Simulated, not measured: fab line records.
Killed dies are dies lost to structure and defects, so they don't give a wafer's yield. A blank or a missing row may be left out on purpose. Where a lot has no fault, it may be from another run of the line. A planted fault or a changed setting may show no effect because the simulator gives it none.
Which tool did it? + flow nand_harc + 23 lots, 69 wafers sampled, at 2 steps of a route of 1302

## WHAT THE GAUGES READ, wafer by wafer
NHARC_A_SOURCE_PLATE_THK_MEAS_06: measures by ellipsometry. Usual: thk_nm 200.2 nm, standard deviation 2.1.
| lot  | measured     | on            | thk_nm (nm)       | flag |
|------|--------------|---------------|-------------------|------|
| L075 | day 8 08:11  | film_metro-02 | 201.3 200.9 200.4 |      |
| L074 | day 8 08:11  | film_metro-01 | 202.4 203.5 204.2 |      |
| L077 | day 9 00:23  | film_metro-02 | 197.4 197.8 199.8 |      |
| L076 | day 9 00:23  | film_metro-01 | 200.5 198.4 202.5 |      |
| L078 | day 9 14:17  | film_metro-02 | 198.5 197.0 197.0 |      |
| L079 | day 10 05:14 | film_metro-01 | 198.2 196.2 196.7 |      |
| L080 | day 10 05:14 | film_metro-02 | 197.9 198.4 197.6 |      |
| L081 | day 10 12:22 | film_metro-01 | 202.3 201.4 203.2 |      |
| L082 | day 11 01:05 | film_metro-01 | 198.2 197.0 197.9 |      |
| L083 | day 11 06:19 | film_metro-02 | 201.0 199.9 199.8 |      |
| L084 | day 12 00:27 | film_metro-02 | 200.9 200.4 200.0 |      |
| L085 | day 12 07:46 | film_metro-01 | 200.2 200.2 198.9 |      |
| L086 | day 12 17:02 | film_metro-01 | 203.3 203.2 202.3 |      |
| L087 | day 13 00:00 | film_metro-02 | 197.3 198.7 198.8 |      |
| L088 | day 13 17:39 | film_metro-02 | 197.2 199.4 197.6 |      |
| L089 | day 13 23:25 | film_metro-01 | 201.2 202.0 199.0 |      |
| L090 | day 14 16:20 | film_metro-02 | 198.6 201.0 198.5 |      |
| L091 | day 15 00:12 | film_metro-01 | 200.5 200.2 203.5 |      |
| L093 | day 15 17:26 | film_metro-01 | 202.3 202.4 204.4 |      |
| L094 | day 15 22:44 | film_metro-02 | 202.5 201.7 201.1 |      |
| L095 | day 16 11:37 | film_metro-02 | 200.6 201.5 200.5 |      |
| L096 | day 17 04:28 | film_metro-02 | 198.7 199.5 200.2 |      |
| L097 | day 17 15:54 | film_metro-01 | 202.8 205.8 199.4 |      |

## WHAT TOOL EACH LOT RAN ON (gives the tool, then ch and the chambers of the sampled wafers, and finally the start)
| lot  | NHARC_P_BONDPAD_DESCUM_11          |
|------|------------------------------------|
| L075 | rie_diel-13 ch 0,1,3, day 7 06:00  |
| L074 | rie_diel-13 ch 0,1,2, day 7 07:29  |
| L077 | rie_diel-07 ch 0,2,3, day 7 23:45  |
| L076 | rie_diel-09 ch 0,1,2, day 8 00:10  |
| L078 | rie_diel-07 ch 1,2, day 8 12:31    |
| L079 | rie_diel-13 ch 0,2, day 9 02:38    |
| L080 | rie_diel-13 ch 0,2,3, day 9 04:50  |
| L081 | rie_diel-07 ch 0,3, day 9 10:31    |
| L082 | rie_diel-13 ch 2,3, day 10 00:20   |
| L083 | rie_diel-13 ch 0,1, day 10 04:58   |
| L084 | rie_diel-13 ch 0,1,2, day 10 23:21 |
| L085 | rie_diel-13 ch 1,2, day 11 04:59   |
| L086 | rie_diel-13 ch 0,2,3, day 11 13:16 |
| L087 | rie_diel-07 ch 1,2,3, day 11 23:15 |
| L088 | rie_diel-07 ch 0,2,3, day 12 16:20 |
| L089 | rie_diel-13 ch 1,3, day 12 21:33   |
| L090 | rie_diel-09 ch 0,3, day 13 14:08   |
| L091 | rie_diel-07 ch 0,3, day 13 22:49   |
| L093 | rie_diel-13 ch 0,3, day 14 12:52   |
| L094 | rie_diel-07 ch 1,2,3, day 14 18:47 |
| L095 | rie_diel-07 ch 2,3, day 15 06:19   |
| L096 | rie_diel-07 ch 0,1,2, day 15 20:02 |
| L097 | rie_diel-13 ch 1,2,3, day 16 11:01 |
- NHARC_P_BONDPAD_DESCUM_11: chemistry O2, time 3 s.

## WHAT THE TOOLS THEMSELVES READ (means of the sampled wafers that have a number; where no wafer has one, the mark that the record gives instead)
NHARC_P_BONDPAD_DESCUM_11. Usual: drypump_motor_current_A 5.7 A, standard deviation 0.65; oes_product_au 1.000 a.u., standard deviation 0.0072; rf_vpp_V 57.9 V, standard deviation 0.93; showerhead_plenum_p_Torr 1.96 Torr, standard deviation 0.064; throttle_valve_pct 11.310 %, standard deviation 0.0096.
| lot  | tool        | drypump_motor_current_A (A) | oes_product_au (a.u.) | rf_vpp_V (V) | showerhead_plenum_p_Torr (Torr) | throttle_valve_pct (%) | flag |
|------|-------------|-----------------------------|-----------------------|--------------|---------------------------------|------------------------|------|
| L075 | rie_diel-13 | 5.9                         | 1.007                 | 58.7         | 1.94                            | 11.307                 |      |
| L074 | rie_diel-13 | 5.6                         | 0.998                 | 57.5         | 1.96                            | 11.315                 |      |
| L077 | rie_diel-07 | 5.6                         | 1.000                 | 57.1         | 1.97                            | 11.312                 |      |
| L076 | rie_diel-09 | 5.2                         | 0.997                 | 57.8         | 2.01                            | 11.318                 |      |
| L078 | rie_diel-07 | 5.3                         | 1.007                 | 58.3         | 2.02                            | 11.313                 |      |
| L079 | rie_diel-13 | 5.9                         | 1.004                 | 56.8         | 1.93                            | 11.305                 |      |
| L080 | rie_diel-13 | 5.6                         | 1.005                 | 57.2         | 1.90                            | 11.311                 |      |
| L081 | rie_diel-07 | 6.0                         | 0.997                 | 57.9         | 1.96                            | 11.299                 |      |
| L082 | rie_diel-13 | 5.0                         | 1.001                 | 57.7         | 1.89                            | 11.316                 |      |
| L083 | rie_diel-13 | 5.9                         | 1.008                 | 59.3         | 2.01                            | 11.312                 |      |
| L084 | rie_diel-13 | 5.6                         | 1.004                 | 58.2         | 1.96                            | 11.311                 |      |
| L085 | rie_diel-13 | 5.0                         | 0.996                 | 58.0         | 1.95                            | 11.309                 |      |
| L086 | rie_diel-13 | 5.6                         | 0.998                 | 57.4         | 1.90                            | 11.307                 |      |
| L087 | rie_diel-07 | 5.8                         | 1.005                 | 57.9         | 2.00                            | 11.307                 |      |
| L088 | rie_diel-07 | 5.6                         | 0.999                 | 57.3         | 1.97                            | 11.311                 |      |
| L089 | rie_diel-13 | 5.5                         | 1.000                 | 57.1         | 1.91                            | 11.304                 |      |
| L090 | rie_diel-09 | 5.6                         | 1.003                 | 58.2         | 1.97                            | 11.305                 |      |
| L091 | rie_diel-07 | 6.1                         | 0.988                 | 57.2         | 1.95                            | 11.311                 |      |
| L093 | rie_diel-13 | 5.8                         | 1.005                 | 58.0         | 1.87                            | 11.317                 |      |
| L094 | rie_diel-07 | 5.8                         | 1.001                 | 58.7         | 2.00                            | 11.305                 |      |
| L095 | rie_diel-07 | 5.7                         | 0.995                 | 57.6         | 1.97                            | 11.316                 |      |
| L096 | rie_diel-07 | 5.6                         | 1.003                 | 58.3         | 2.00                            | 11.318                 |      |
| L097 | rie_diel-13 | 5.3                         | 1.000                 | 57.7         | 1.93                            | 11.303                 |      |

## THE ANSWER, worked out from the rows above alone
Rule: lot off if the mean of its wafers having a number is beyond 3 standard deviations from the usual mean. Also off: a lot with no number at a reading for which 4 or more lots have one. Where the step has rows for the other lots, those lots are counted as sound. The gauges are gone through in route order, then the tools' own readings, and for those a lot's mean is taken as printed above. At the first step where some lot is off, the reading lying furthest off is the one used; lots without a number count as furthest.
None of the lots is off at any reading shown; this tells nothing.

## WHAT THE SIMULATOR PUT IN
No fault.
